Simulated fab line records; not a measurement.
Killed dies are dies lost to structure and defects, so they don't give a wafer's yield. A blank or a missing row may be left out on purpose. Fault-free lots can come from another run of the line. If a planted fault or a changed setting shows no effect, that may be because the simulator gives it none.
Matching of chambers ; flow n5_finfet ; 4 sister chambers for N5_BEOL_M11_ETCH_66 on rie_diel-03
The step etches SOC in N2/H2, target depth 120 nm, overetch 24 nm, time 180 s. 16 wafers are shown with their chamber, then 8 later ones without.

## WAFERS PAIRED WITH THEIR CHAMBERS
wafer;chamber;showerhead_plenum_p_Torr (Torr);drypump_motor_current_A (A);rf_vpp_V (V)
L074.1;3;2.47;4.8;521.9
L074.2;2;2.67;5.4;526.7
L074.6;3;2.48;4.8;521.7
L075.1;2;2.67;5.4;527.0
L075.4;1;2.57;5.9;524.4
L075.5;3;2.47;4.7;521.7
L076.1;2;2.67;5.4;527.2
L076.2;3;2.47;4.7;521.3
L076.4;3;2.47;4.7;520.7
L084.2;3;2.46;4.8;521.9
L084.3;1;2.56;5.9;524.4
L084.6;2;2.66;5.4;526.6
L081.1;2;2.66;5.4;527.1
L081.3;0;2.72;5.3;528.3
L081.5;2;2.66;5.4;527.1
L088.2;0;2.71;5.2;528.6

SIGNATURES, as means of the wafers listed above
reading;chamber 0;chamber 1;chamber 2;chamber 3;scatter within a chamber
showerhead_plenum_p_Torr;2.7150;2.5650;2.6650;2.4700;0.00612
drypump_motor_current_A;5.250;5.900;5.400;4.750;0.0408
rf_vpp_V;528.450;524.400;526.950;521.533;0.343
Rule: a wafer's distance from a chamber is the root of the sum, over the readings, of the square of ((its reading less the chamber's mean) divided by the reading's scatter). The wafer belongs to the nearest chamber; if the next one is less than 2 further off, it can't be placed. The scatter is the square root of a quotient: the sum, over the shown wafers, of each reading's squared deviation from its chamber's mean, divided by wafers minus chambers.

## WAFERS WITHOUT THEIR CHAMBER
wafer;showerhead_plenum_p_Torr (Torr);drypump_motor_current_A (A);rf_vpp_V (V)
L088.3;2.56;5.9;524.8
L088.5;2.46;4.8;520.8
L092.2;2.66;5.4;527.2
L092.3;2.56;5.9;524.6
L092.5;2.46;4.7;522.4
L096.3;2.55;5.9;524.0
L096.4;2.65;5.4;527.9
L096.5;2.46;4.7;522.7

## THE CHAMBER EACH PASSED THROUGH
wafer;from the rows above;in truth
L088.3;1;1
L088.5;3;3
L092.2;2;2
L092.3;1;1
L092.5;3;3
L096.3;1;1
L096.4;2;2
L096.5;3;3
Correctly placed: 8 of 8. Number that these rows cannot place: 0. Wrongly placed: 0.
